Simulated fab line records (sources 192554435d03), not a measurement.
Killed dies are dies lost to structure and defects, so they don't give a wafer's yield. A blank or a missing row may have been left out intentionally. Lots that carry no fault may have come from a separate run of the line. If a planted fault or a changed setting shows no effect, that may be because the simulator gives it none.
Chamber matching | flow n5 finfet | rie diel-03 running N5_SD_EPI_P_ETCH_36: 4 sister chambers
The step etches SiARC in CF4, target depth 45.5 nm, time 75.8 s. 14 wafers are shown with their chamber, then 7 later ones without.

## WAFERS, EACH WITH ITS CHAMBER
wafer  | chamber | drypump motor current A (A) | rf fwd power W (W) | throttle valve pct (%)
L075.1 | 0       | 5.4                         | 542.2              | 15.71
L075.2 | 2       | 6.2                         | 536.5              | 15.33
L075.5 | 3       | 6.0                         | 544.3              | 16.15
L080.2 | 2       | 6.2                         | 537.1              | 15.37
L080.5 | 0       | 5.4                         | 539.6              | 15.74
L080.6 | 2       | 6.2                         | 535.9              | 15.36
L081.1 | 0       | 5.4                         | 540.4              | 15.74
L081.2 | 2       | 6.1                         | 536.8              | 15.38
L081.3 | 3       | 6.1                         | 543.5              | 16.16
L092.4 | 3       | 6.0                         | 542.9              | 15.63
L092.5 | 0       | 5.4                         | 540.7              | 15.78
L092.6 | 1       | 6.0                         | 535.8              | 15.62
L093.1 | 0       | 5.4                         | 537.5              | 15.77
L093.4 | 3       | 6.0                         | 540.7              | 15.63

SIGNATURES, as means of the wafers listed above
reading                 | chamber 0 | chamber 1 | chamber 2 | chamber 3 | scatter within a chamber
drypump motor current A | 5.400     | 6.000     | 6.175     | 6.025     | 0.0387
rf fwd power W          | 540.080   | 535.800   | 536.575   | 542.850   | 1.41
throttle valve pct      | 15.7480   | 15.6200   | 15.3600   | 15.8925   | 0.167
Rule: distance of a wafer from a chamber = root of the sum over the readings of ((wafer's reading minus chamber's mean) / reading's scatter) squared. If the next closest chamber is less than 2 further off than the closest, the wafer can't be placed; otherwise it belongs to the closest. The scatter is the square root of a quotient: the sum, over the shown wafers, of each reading's squared deviation from its chamber's mean, divided by wafers minus chambers.

## WAFERS WHOSE CHAMBER IS MISSING
wafer  | drypump motor current A (A) | rf fwd power W (W) | throttle valve pct (%)
L093.6 | 5.4                         | 538.6              | 15.78
L096.1 | 6.1                         | 539.9              | 15.64
L096.3 | 5.9                         | 536.5              | 15.64
L096.4 | 6.2                         | 539.2              | 15.43
L097.1 | 5.4                         | 537.7              | 15.81
L097.3 | 6.1                         | 544.7              | 15.63
L097.6 | 6.0                         | 537.9              | 15.63

## EACH ONE'S CHAMBER
wafer  | from the rows above          | in truth
L093.6 | 0                            | 0
L096.1 | can't be placed: 3 or 2 or 1 | 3
L096.3 | 1                            | 1
L096.4 | 2                            | 2
L097.1 | 0                            | 0
L097.3 | 3                            | 3
L097.6 | 1                            | 1
Placed correctly: 6 of 7. Not placeable from these rows: 1 (in 1, the candidates include the true chamber). Wrongly placed: 0.
